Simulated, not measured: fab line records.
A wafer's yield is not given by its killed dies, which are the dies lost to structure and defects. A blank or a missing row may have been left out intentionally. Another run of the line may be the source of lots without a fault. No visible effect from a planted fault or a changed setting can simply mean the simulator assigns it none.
Struck lot and sound lot, side by side	flow n5 finfet	19 out of 1938 route steps
Sound: these wafers, L989.2, L989.5, L989.6. Struck: wafers L986.5, L986.6. The cause is given at the end.
For every step that has rows: the tool of each side, followed by ch and its chambers, followed by its first start. Under that, the readings that differ: sound wafers	struck wafers	difference of the means	sigmas: that difference in standard deviations of wafers without a fault.
alike: readings with means less than 2 such deviations apart, plus words and numbers identical on both sides. not compared: withheld readings, readings lacking a value on some wafer, bounds such as >300 that could conceal the same value, and numbers that have no deviation in the record and whose values overlap.
A row with sigmas, a row that says differs or no value, or rows on one side alone: a step with any of these is where the two part. Numbers that don't overlap but have no deviation are shown without sigmas and don't part them. Lack of a reading on every wafer of one side parts them only where that side has two or more wafers.

N5_FIN_SAQP_INSPECT_18: inspects for defects (brightfield).
  sound on defect inspect-01, day 6 17:20; struck on defect inspect-02, day 5 22:00
reading	sound	struck	difference	sigmas
raw defect count	279 442 258	584 644	+288	+3
N5_FIN_SAQP_DESCUM_21: chemistry O2, time 7.9 s.
  sound on rie diel-01 ch 1,2,3, day 6 17:23; struck on rie diel-06 ch 2,3, day 5 22:03
reading	sound	struck	difference	sigmas
throttle valve pct (%)	20.54 20.28 20.01	20.62 20.87	+0.47	+2
  alike: drypump motor current A, oes product au, rf vpp V, showerhead plenum p Torr
  not compared: rf hours counter h
then, 3 steps without rows for these wafers: N5_FIN_SAQP_ETCH_51 (etches SiARC in CF4, target depth 45.5 nm, time 75.8 s); N5_FIN_SAQP_ETCH_52 (etches SOC in N2/H2, target depth 100 nm, overetch 20 nm, time 150 s); N5_FIN_SAQP_STRIP_53 (strips in N2/H2).
N5_FIN_SAQP_HM_OPEN_73: chemistry CHF3/O2, target SiO2, stops on a-Si, target depth 12 nm, time 16.8 s.
  sound on rie diel-01 ch 1,2,3, day 6 17:35; struck on rie diel-06 ch 2,3, day 5 22:16
  alike: drypump motor current A, oes_ar_750_au, oes product au, rf vpp V, showerhead plenum p Torr, throttle valve pct
  not compared: rf hours counter h
then, 2 steps without rows for these wafers: N5_FIN_SAQP_STRIP_74 (strips in CHF3/O2); N5_FIN_SAQP_MANDREL_ETCH_22 (etches a-Si in HBr/Cl2, stops on SiNx, target depth 60 nm, bt time 10 s, time 30 s).
N5_FIN_SAQP_STRIP_55: strips in N2/H2.
  sound on rie diel-06 ch 0,3, day 6 17:46; struck on rie diel-05 ch 2,3, day 5 22:26
  alike: drypump motor current A, oes product au, rf vpp V, showerhead plenum p Torr, throttle valve pct
  not compared: rf hours counter h
then, 2 steps without rows for these wafers: N5_FIN_SAQP_STRIP_23 (strips in SPM, time 750 s); N5_FIN_SAQP_SRD_66 (time 30 s).
N5_FIN_SAQP_RECESS_75: chemistry HF/NH3, target SiO2, target depth 14.4 nm, afs cycles 3, sublimation time 60 s.
  sound on vapor etch-02 ch 0,1, day 6 18:05; struck on vapor etch-02 ch 0,1, day 5 22:59
  alike: drypump motor current A, sublimation temp c
N5_FIN_SAQP_SPACER1_ALD_24: deposits SiO2, target thk 20.3 nm, pulse time 1 s, purge time 2 s.
  sound on ald sin-01 ch 0,1, day 6 18:28; struck on ald sin-04 ch 0,1, day 5 23:29
reading	sound	struck	difference	sigmas
ald cycles	218 218 218	192 192	-26	
model.SiO2_of_FIN_SAQP_SPACER1_ALD_24.thk nm (nm)	20.4 20.2 20.2	17.8 17.8	-2.5	
  alike: heater power w, precursor pulse height rel, susceptor temp C
N5_FIN_SAQP_SPACER1_ETCHBACK_25: etches SiO2 in CHF3/O2, target depth 24.4 nm, time 12.2 s.
  sound on rie diel-01 ch 0,1,3, day 6 19:11; struck on rie diel-01 ch 2,3, day 5 23:53
  alike: drypump motor current A, oes_ar_750_au, oes product au, rf vpp V, showerhead plenum p Torr, throttle valve pct
  not compared: rf hours counter h
N5_FIN_SAQP_MANDREL1_REMOVE_56: chemistry HBr/Cl2/O2, target a-Si, stops on SiNx, bt time 10 s.
  sound on rie si-06 ch 1,2, day 6 19:17; struck on rie si-05 ch 0,3, day 5 23:58
reading	sound	struck	difference	sigmas
model.FIN_SAQP.cd nm (nm)	20.2 20.2 20.2	17.8 17.8	-2.4	
  alike: HBr_flow_sccm, drypump motor current A, oes product au, throttle valve pct
  not compared: rf hours counter h
N5_FIN_SAQP_CD_MEAS_27 targets a cd of 20 nm.
  sound on cd sem-02 ch 0, day 6 19:23; struck on cd sem-01 ch 0, day 6 00:04
reading	sound	struck	difference	sigmas
cd nm (nm)	20.27 20.13 20.10	17.96 17.91	-2.23	-11
then, 1 step without rows for these wafers: N5_FIN_SAQP_ETCH_57 (etches SiNx in CH3F/O2, target depth 32.5 nm, time 46.4 s).
-- a jump in the record: the struck wafers' starts before and after are 6 days apart (it breaks off in module FIN_SAQP and resumes in module BEOL_M4, where the first step shown is number 1111 of the route) --
N5_BEOL_M4_RC_MEAS_101:
  sound on prober-01 ch 0, day 12 11:35; struck on prober-01 ch 0, day 11 22:26
reading	sound	struck	difference	sigmas
ION_N (uA/um)	685 678 680	654 668	-20	-2
  alike: DIBL_N, DIBL_P, IOFF_N, IOFF_P, ION_P, SS_N, SS_P, VT_N, VT_P
-- a jump in the record: the struck wafers' starts before and after are 4 days apart (it breaks off in module BEOL_M4 and resumes in module PASSIVATION, where the first step shown is number 1936 of the route) --
N5_PASSIVATION_PROBE_49:
  only the struck wafers here have rows in the record (prober-02, day 16 02:58); the sound ones have none

WHERE THEY PART
First at N5_FIN_SAQP_INSPECT_18; last, within this record, at N5_PASSIVATION_PROBE_49.

WHY: what the simulator had put in
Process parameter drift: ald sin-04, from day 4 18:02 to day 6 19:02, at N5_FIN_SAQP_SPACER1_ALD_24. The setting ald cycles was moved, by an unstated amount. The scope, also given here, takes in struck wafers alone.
